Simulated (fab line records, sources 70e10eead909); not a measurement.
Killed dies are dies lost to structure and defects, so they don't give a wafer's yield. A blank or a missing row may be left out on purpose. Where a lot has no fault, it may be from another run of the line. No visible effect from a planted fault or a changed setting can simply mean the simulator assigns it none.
fab line records	flow nandHarc
record: lots: 11	wafers: 33	lastDay: 24
route steps=1159 shown A_ONON_D1@438 A_BONDPAD@1075 HYBRID_BOND@1099 THIN_TSV@1122 END@1159
lots untouched by any fault: they come from a run of this same line in which no faults occurred
startH: the number of hours between the record's first day and the start of the first shown wafer of the lot	waitH: how many hours have passed since the lot's step before this one	" the same as in the row above	L1.1+2: one row covering several wafers at once	- either no value or no given start	* or withheld: withheld	< > ~ a bound
route shown NAME@n: NAME is a module with steps in the file, n the number in the route of the first one	usual: mean and standard deviation over wafers with no fault	same: alike in all rows	chamber/n: place in a boat	sites: readings site by site	_std_site: the values' standard deviation	_edge_site: mean of outer sites minus mean of inner sites	radiusMm: for every site, how far away it sits from the centre of the wafer	mask NAME#n: copy n	behind: the most recent tool/chamber to have shaped the wafer	hold: why the lot went on hold/how many hours it stayed there/how the hold came to an end	device: the transistor (n, p or np) that didn't switch	end of line: tests run on the same wafers once the route is complete	a step given without rows: its recipe and nothing more	killed: the dies lost at the first sort to structure and to defects; this is not the yield of the wafer	map: a wafer's dies, marking killed ones x, the rest . and places with no die _
set.NAME: the run value of the setting; set.NAME@STEP: its run value at that earlier step	model.NAME: the simulator's own value behind a step, which no gauge read
route steps across a sampled set of lots; one table per step, one row per wafer
services: the hour from which a tool's chamber was out of use, counted from the record's first day as startH (under 0 if before that day), plus the number of hours and why
== steps ==
step: NHARC_A_ONON_D1_DEP_19
recipe: targetThkA: 10000	n2FlowSccm: 2750	n2oFlowSccm: 2000	nh3FlowSccm: 500	sih4FlowSccm: 210	tempC: 400
lot.wafer	tool	chamber	startH	waitH
L829.2+4+6	pecvdOnon-03	0	170.83	0.1
L831.4+5+6	pecvdOnon-01	0	170.95	0.2
L834.4+5+6	pecvdOnon-02	0	199.85	0.4
L837.1+2+4	pecvdOnon-03	0	210.04	0.1
L838.1+2+3	pecvdOnon-03	0	224.83	0.1
L841.3+4+5	pecvdOnon-01	0	242.10	0.2
L845.1+5+6	pecvdOnon-02	0	262.12	0.1
L844.1+4+5	pecvdOnon-01	0	262.14	0.1
L846.1+4+5	pecvdOnon-02	0	275.46	0.1
L848.2+3+6	pecvdOnon-01	0	288.58	0.1
L852.1+2+3	pecvdOnon-01	0	295.30	0.1
step: NHARC_A_BONDPAD_DESCUM_11
recipe: timeS: 3	o2FlowSccm: 200	arFlowSccm: 0	biasPowerW: 0	chemistry: O2
usual: drypumpMotorCurrentA: 5.8/0.43	mfcArSccm: 0.016/0.012	o2FlowSccm: 200.0/0.58	oesProductAu: 0.997/0.0079	rfVppV: 57.6/0.84	showerheadPlenumPTorr: 1.86/0.089	throttleValvePct: 11.311/0.0084
lot.wafer	tool	chamber	startH	waitH	drypumpMotorCurrentA	mfcArSccm	o2FlowSccm	oesProductAu	rfHoursCounterH	rfVppV	showerheadPlenumPTorr	throttleValvePct
L831.4	rieDiel-01	3	419.86	-	5.5	0.004	198.8	1.013	3	59.8	2.02	11.306
L831.6	"	0	"	"	5.3	0.021	200.6	0.993	-	56.5	1.80	11.330
L831.5	"	1	"	"	6.2	0.033	199.8	1.009	-	57.3	1.80	11.315
L829.2	rieDiel-01	3	421.90	-	5.6	0.004	200.9	1.009	3	58.6	2.02	11.299
L829.4	"	1	"	"	6.3	0.033	200.4	0.995	3	57.3	1.80	11.306
L829.6	"	0	"	"	5.3	0.021	199.5	0.987	-	56.9	1.80	11.303
L834.4	rieDiel-01	0	438.07	-	5.3	0.021	200.8	0.994	4	58.9	1.80	11.303
L834.5	"	3	"	"	5.6	0.004	200.3	0.983	-	57.6	2.02	11.301
L834.6	"	0	"	"	5.3	0.021	201.5	0.991	-	57.3	1.80	11.320
L837.1	rieDiel-01	0	457.58	-	5.3	0.021	199.8	0.990	5	56.7	1.80	11.328
L837.4	"	1	"	"	6.2	0.033	201.0	1.004	5	58.0	1.80	11.311
L837.2	"	2	"	"	6.1	0.009	200.5	1.004	5	57.2	1.78	11.323
L838.2	rieDiel-13	1	462.86	-	6.1	0.007	199.5	0.999	0	57.4	1.89	11.301
L838.3	"	3	"	"	5.1	0.026	199.0	0.998	0	56.0	1.87	11.311
L838.1	"	0	"	"	5.6	0.002	199.7	0.987	0	57.4	1.91	11.306
L841.4	rieDiel-01	3	477.67	-	5.5	0.004	199.9	0.989	6	59.4	2.02	11.309
L841.3	"	1	"	"	6.3	0.033	199.9	0.990	6	57.2	1.80	11.322
L841.5	"	3	"	"	5.6	0.004	199.4	0.990	-	58.2	2.02	11.302
L845.1	rieDiel-09	1	487.89	-	6.7	0.005	200.0	0.978	17	57.5	1.98	11.311
L845.6	"	0	"	"	5.5	0.002	200.1	0.996	-	58.7	1.99	11.310
L845.5	"	1	"	"	6.8	0.005	200.7	0.996	-	58.1	1.98	11.318
L844.4	rieDiel-01	1	491.04	-	6.2	0.033	200.7	1.005	6	59.5	1.80	11.301
L844.1	"	3	"	"	5.5	0.004	199.3	1.003	6	58.3	2.02	11.313
L844.5	"	0	"	"	5.3	0.021	200.3	0.997	-	55.9	1.80	11.327
L846.4	rieDiel-01	1	517.52	-	6.2	0.033	199.9	1.017	1	57.3	1.80	11.308
L846.1	"	0	"	"	5.3	0.021	200.1	0.985	1	59.0	1.80	11.313
L846.5	"	2	"	"	6.1	0.009	200.3	0.999	-	58.0	1.78	11.318
L848.2	rieDiel-09	3	518.48	-	5.7	0.033	200.2	1.006	29	57.1	1.82	11.312
L848.3	"	0	"	"	5.5	0.002	199.2	0.999	26	57.0	1.99	11.311
L848.6	"	2	"	"	5.4	0.020	199.9	1.007	-	57.0	1.91	11.293
L852.2	rieDiel-01	0	541.18	-	5.3	0.021	200.0	0.985	2	57.4	1.80	11.324
L852.1	"	1	"	"	6.2	0.033	199.6	0.999	2	56.6	1.80	11.322
L852.3	"	3	"	"	5.5	0.004	200.1	0.987	2	58.8	2.02	11.301
step: NHARC_HYBRID_BOND_OVL_MEAS_05
usual: overlayXNm: 2/33	overlayYNm: -3/34
lot.wafer	tool	chamber	startH	waitH	overlayXNm	overlayYNm
L831.4	overlay-01	-	433.26	0.4	2	35
L831.5	"	-	"	"	-69	18
L831.6	"	-	"	"	31	-67
L829.2	overlay-01	-	433.26	0.4	47	-6
L829.4	"	-	"	"	8	-56
L829.6	"	-	"	"	41	-20
L834.4	overlay-02	-	450.07	0.4	17	-45
L834.5	"	-	"	"	-57	-8
L834.6	"	-	"	"	-7	-9
L837.1	overlay-01	-	470.16	0.4	1	-17
L837.2	"	-	"	"	14	9
L837.4	"	-	"	"	17	-3
L838.1	overlay-01	-	474.63	0.4	-63	-4
L838.2	"	-	"	"	12	-29
L838.3	"	-	"	"	-23	95
L841.3	overlay-01	-	488.12	0.4	-46	-20
L841.4	"	-	"	"	4	-12
L841.5	"	-	"	"	24	5
L845.1	overlay-02	-	499.53	0.4	11	10
L845.5	"	-	"	"	-20	-16
L845.6	"	-	"	"	44	61
L844.1	overlay-01	-	504.19	0.4	-21	3
L844.4	"	-	"	"	27	-12
L844.5	"	-	"	"	-9	4
L846.1	overlay-01	-	528.80	0.4	-45	1
L846.4	"	-	"	"	-28	10
L846.5	"	-	"	"	23	18
L848.2	overlay-01	-	528.82	0.4	-1	-16
L848.3	"	-	"	"	17	-25
L848.6	"	-	"	"	47	8
L852.1	overlay-02	-	553.85	0.4	63	37
L852.2	"	-	"	"	29	-40
L852.3	"	-	"	"	-23	-11
step: NHARC_THIN_TSV_STRIP_45
recipe: powerW: 1500	tempC: 250	chemistry: O2
usual: drypumpMotorCurrentA: 5.7/0.61	heaterPowerW: 368/33
lot.wafer	tool	chamber	startH	waitH	drypumpMotorCurrentA	heaterPowerW	rfHoursCounterH
L831.4	plasmaAsher-02	0	438.49	0.2	6.6	366	-
L831.5	"	1	"	"	5.8	317	-
L831.6	"	0	"	"	6.6	364	-
L829.2	plasmaAsher-01	0	439.61	0.1	5.8	368	55
L829.4	"	0	"	"	5.8	384	-
L829.6	"	0	"	"	5.8	376	-
L834.4	plasmaAsher-02	1	455.20	0.2	5.8	322	-
L834.6	"	0	"	"	6.5	362	-
L834.5	"	1	"	"	5.8	323	-
L837.2	plasmaAsher-02	0	473.98	0.1	6.6	364	36
L837.1	"	1	"	"	5.8	319	36
L837.4	"	1	"	"	5.8	321	-
L838.1	plasmaAsher-01	1	478.46	0.1	4.8	411	5
L838.2	"	0	"	"	5.7	372	5
L838.3	"	0	"	"	5.7	372	-
L841.3	plasmaAsher-02	0	493.24	0.2	6.5	352	-
L841.4	"	1	"	"	5.8	325	-
L841.5	"	0	"	"	6.6	365	-
L845.1	plasmaAsher-02	0	504.41	0.1	6.6	367	46
L845.5	"	0	"	"	6.5	365	-
L845.6	"	1	"	"	5.8	335	-
L844.1	plasmaAsher-01	1	507.84	0.1	4.8	431	13
L844.4	"	1	"	"	4.8	425	-
L844.5	"	0	"	"	5.8	371	-
L846.1	plasmaAsher-02	1	533.71	0.1	5.8	321	57
L846.4	"	0	"	"	6.6	372	-
L846.5	"	1	"	"	5.8	325	-
L848.2	plasmaAsher-02	0	536.23	0.1	6.6	347	57
L848.3	"	1	"	"	5.8	320	-
L848.6	"	0	"	"	6.6	362	-
L852.1	plasmaAsher-01	1	557.74	0.2	4.8	422	35
L852.2	"	0	"	"	5.8	372	35
L852.3	"	0	"	"	5.8	379	-
step: NHARC_END_SORT_01
recipe: tempC: 25
usual: killedAtArray: 27/8.8	killedAtOther: 0.4/0.82	killedAtPeriphery: 3.1/2.1	killedDies: 31/8.8	killedOpen: 3.3/2	killedShort: 2.0/1.4
same: grossDies: 677
lot.wafer	tool	chamber	startH	waitH	killedAtArray	killedAtOther	killedAtPeriphery	killedDies	killedOpen	killedShort
L837.1	prober-01	0	490.23	2.5	93	0	1	94	6	2
L837.2	prober-01	0	491.01	2.8	95	0	0	95	1	0
L837.4	prober-01	0	492.57	3.4	83	0	0	83	2	1
L838.1	prober-01	0	497.92	2.5	76	0	5	81	4	2
L838.2	prober-01	0	498.72	2.8	80	0	7	87	2	0
L838.3	prober-01	0	499.52	3.1	76	0	3	79	1	1
killed by level:class
L837.1 A_ONON_D1:unspecified=65 A_SLIT:chamberFilmFlake=12 A_CHANNEL_HOLE_D1:chamberFilmFlake=3 A_CHANNEL_FILL_D1:geometricParticle:open=2 A_STAIRCASE:chamberFilmFlake=2 A_SGD_CUT:chamberFilmFlake=2 P_CONTACT:geometricParticle:open=1 A_WL_FILL:geometricParticle:short=1
L837.2 A_ONON_D1:unspecified=66 A_SLIT:chamberFilmFlake=20 A_CONTACT:chamberFilmFlake=3 A_SGD_CUT:chamberFilmFlake=3 A_ONON_D1:geometricParticle:open=1 A_CHANNEL_HOLE_D1:chamberFilmFlake=1 A_STAIRCASE:chamberFilmFlake=1
L837.4 A_ONON_D1:unspecified=60 A_CHANNEL_HOLE_D1:chamberFilmFlake=8 A_SLIT:chamberFilmFlake=7 A_SGD_CUT:chamberFilmFlake=4 A_WL_FILL:geometricParticle:open=2 A_SGD_CUT:geometricParticle:short=1 A_CHANNEL_FILL_D1:chamberFilmFlake=1
L838.1 A_ONON_D1:unspecified=63 P_BONDPAD:chamberFilmFlake=5 A_CHANNEL_HOLE_D1:chamberFilmFlake=4 A_CONTACT:chamberFilmFlake=2 A_ONON_D1:geometricParticle:short=1 A_ONON_D1:geometricParticle:open=1 A_CHANNEL_FILL_D1:geometricParticle:open=1 A_WL_FILL:geometricParticle:short=1
L838.2 A_ONON_D1:unspecified=65 P_BONDPAD:chamberFilmFlake=5 A_CONTACT:chamberFilmFlake=5 A_CHANNEL_HOLE_D1:chamberFilmFlake=4 A_STAIRCASE:chamberFilmFlake=4 P_M0:geometricParticle:open=1 A_WL_FILL:geometricParticle:open=1 P_CONTACT:chamberFilmFlake=1
L838.3 A_ONON_D1:unspecified=64 A_CONTACT:chamberFilmFlake=6 P_BONDPAD:chamberFilmFlake=3 A_CHANNEL_HOLE_D1:chamberFilmFlake=3 A_CHANNEL_HOLE_D1:geometricParticle:open=1 A_CONTACT:geometricParticle:short=1 A_STAIRCASE:chamberFilmFlake=1
== services ==
tool	chamber	startH	hours	kind
pecvdOnon-03	-	153.11	13.0	pm
rieDiel-01	-	163.42	0.8	repair
plasmaAsher-02	-	183.66	9.0	pm
pecvdOnon-01	-	195.00	13.0	pm
rieDiel-01	1	234.49	16.3	repair
rieDiel-01	2	238.04	8.0	repair
pecvdOnon-03	-	246.56	2.9	repair
plasmaAsher-02	-	269.84	4.5	repair
plasmaAsher-01	-	275.16	2.6	repair
plasmaAsher-01	-	277.88	9.0	pm
rieDiel-01	0	278.64	1.9	repair
rieDiel-01	1	284.57	4.3	repair
pecvdOnon-03	-	286.80	1.2	repair
rieDiel-01	0	287.27	2.0	repair
rieDiel-01	-	314.82	9.0	pm
plasmaAsher-02	-	360.66	9.0	pm
pecvdOnon-01	-	376.00	13.0	pm
plasmaAsher-02	-	381.34	1.2	repair
rieDiel-01	3	391.06	2.8	repair
plasmaAsher-01	-	454.88	9.0	pm
pecvdOnon-01	-	485.51	1.0	repair
rieDiel-01	-	491.82	9.0	pm
plasmaAsher-02	-	537.66	9.0	pm
pecvdOnon-01	-	557.10	13.0	pm
== key ==
firstSign: step: NHARC_END_SORT_01	reading: killedAtArray	direction: up	sigmas: 6.4	usual: 27	struck: 84
effect: step: NHARC_END_SORT_01	reading: killedDies	direction: up	sigmas: 6.3	usual: 31	struck: 86
moreKillsBornAt: NHARC_A_ONON_D1_DEP_19@pecvdOnon-03: 383
metAt NHARC_A_ONON_D1_DEP_19
struckLots L837,L838
testerLeftOut L837,L838
notActingAt NHARC_A_BONDPAD_DESCUM_11,NHARC_HYBRID_BOND_OVL_MEAS_05,NHARC_THIN_TSV_STRIP_45
onsetBetween 170.83 210.04
fault: kind: chamberParticleSource	tool: pecvdOnon-03	chamber: -	onsetH: 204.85	steps: NHARC_A_ONON_D1_DEP_19	ratePerVisitCm2: 0.56501	endH: 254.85
testerLeftOut: of these lots the tester's yield and bins aren't shown, on N5 and GAA mostly nor the transistor test; their killed dies are dies lost to structure and defects alone, not to doping, threshold or leakage, so they don't give the yield
